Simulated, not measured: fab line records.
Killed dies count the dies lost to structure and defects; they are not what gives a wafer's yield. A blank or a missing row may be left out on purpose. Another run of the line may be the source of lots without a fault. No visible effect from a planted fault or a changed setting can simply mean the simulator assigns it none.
Split-lot trial | flow n5Finfet | 21 wafers read across 7 lots, on a route 1938 steps long

== ON THE SPLIT ==
At N5_BEOL_M8_COAT_22 (resist thk 30 nm), the setting spinRpm was moved away from the recipe's 1500 rpm on 7 of the 21 wafers read, by -9.6% to +9.4%. This setting was run at the recipe's value on the other wafers.

== FROM THE SPLIT TO THE READING: what the file shows between them, 2 steps ==
- N5_BEOL_M8_EBR_24
- N5_BEOL_M8_SOFTBAKE_23: time 60 s

== THE READING ==
CAR-EUV_of_BEOL_M8_COAT_22.thkNm (the simulator's own value, which no gauge read), in nm, at N5_BEOL_M8_DESCUM_33 (chemistry O2, time 7 s). The file gives no usual value for it. Here, 14 wafers ran the recipe; their average is 26.0 nm with a standard deviation of 0.13 nm.

wafer  | tool, chamber at the split | spinRpm as run, rpm | against the recipe | CAR-EUV_of_BEOL_M8_COAT_22.thkNm, nm | against lot-mates on the recipe
L075.3 | lithoTrack-01, 0           | 1500                | recipe             | 26                                   | -
L075.4 | lithoTrack-01, 0           | 1367                | -8.9%              | 27.4                                 | +1.4
L075.5 | lithoTrack-01, 0           | 1367                | -8.9%              | 27.4                                 | +1.4
L074.1 | lithoTrack-03, 0           | 1356                | -9.6%              | 27.6                                 | +1.4
L074.3 | lithoTrack-03, 0           | 1500                | recipe             | 26.2                                 | -
L074.5 | lithoTrack-03, 0           | 1356                | -9.6%              | 27.8                                 | +1.6
L082.2 | lithoTrack-01, 0           | 1500                | recipe             | 26.2                                 | -
L082.3 | lithoTrack-01, 0           | 1545                | +3.0%              | 25.6                                 | -0.5
L082.4 | lithoTrack-01, 0           | 1500                | recipe             | 26                                   | -
L090.2 | lithoTrack-01, 0           | 1641                | +9.4%              | 24.8                                 | -1.2
L090.3 | lithoTrack-01, 0           | 1641                | +9.4%              | 24.8                                 | -1.2
L090.4 | lithoTrack-01, 0           | 1500                | recipe             | 26                                   | -
L087.1 | lithoTrack-02, 0           | 1500                | recipe             | 26.2                                 | -
L087.5 | lithoTrack-02, 0           | 1500                | recipe             | 26.2                                 | -
L087.4 | lithoTrack-02, 0           | 1500                | recipe             | 26                                   | -
L094.3 | lithoTrack-02, 0           | 1500                | recipe             | 25.8                                 | -
L094.5 | lithoTrack-02, 0           | 1500                | recipe             | 25.8                                 | -
L094.4 | lithoTrack-02, 0           | 1500                | recipe             | 26                                   | -
L097.1 | lithoTrack-01, 0           | 1500                | recipe             | 26.2                                 | -
L097.2 | lithoTrack-01, 0           | 1500                | recipe             | 26                                   | -
L097.4 | lithoTrack-01, 0           | 1500                | recipe             | 26                                   | -

FIT RESULTS
A straight line over all 21 wafers: CAR-EUV_of_BEOL_M8_COAT_22.thkNm changes by -0.152 nm for each +1% of spinRpm; r = -0.98; the points scatter about the line by 0.14 nm.
The same after taking each lot's own level away (the mean of its wafers on the recipe; 21 wafers): -0.146 nm for each +1%; r = -0.99; scatter 0.1 nm.
That fit puts the effect of the largest move of spinRpm on the reading at 1.4 nm.
Across the lots, their own levels run from 25.87 to 26.20 nm, a range of 2.5 times the standard deviation given above.
Consequently the slope shifts little with the lot-to-lot level, the two slopes agreeing.
Check: +1.45 nm against its lot-mates is what the line predicts for one of the wafers moved furthest among these (-9.6%) when that wafer is left out of the fit. Against them it came out at +1.4 nm.

== FURTHER SPLITS ON THESE WAFERS ==
Other splits were also applied to these wafers ahead of the reading. Each is held against what the fit with the lots' levels taken away leaves over:
other split on the same wafers | wafers away from the commonest value | r with CAR-EUV_of_BEOL_M8_COAT_22.thkNm (lot level and that fit taken away)
N5_BEOL_M3_EXPOSE_08 doseMj    | 5                                    | -0.11
N5_BEOL_M3_SPUTTER_81 timeS    | 9                                    | +0.11
N5_BEOL_M4_DESCUM_16 timeS     | 8                                    | -0.20
N5_BEOL_M4_COAT_76 spinRpm     | 4                                    | -0.06
N5_BEOL_M6_COAT_64 spinRpm     | 6                                    | -0.06
N5_BEOL_M7_ILD_DEP_00 timeS    | 8                                    | +0.32
N5_BEOL_M7_PECVD_70 tempC      | 6                                    | +0.07
N5_BEOL_M8_DESCUM_16 timeS     | 7                                    | +0.19

== THE WHOLE CHAIN: every reading that the file lists as answering this split, in the file's order ==
step                 | what it does           | reading                                                                           | change (the file's fit)               | r (the file's)
N5_BEOL_M8_COAT_22   | resist thk 30 nm       | CAR-EUV_of_BEOL_M8_COAT_22.thkNm (the simulator's own value, which no gauge read) | -0.157 nm for each +1% of the setting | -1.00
N5_BEOL_M8_DESCUM_33 | chemistry O2, time 7 s | CAR-EUV_of_BEOL_M8_COAT_22.thkNm (the simulator's own value, which no gauge read) | -0.148 nm for each +1% of the setting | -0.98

== FILE'S OWN FIT ==
CAR-EUV_of_BEOL_M8_COAT_22.thkNm changes by -0.148 nm for each +1% of spinRpm, r = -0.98.
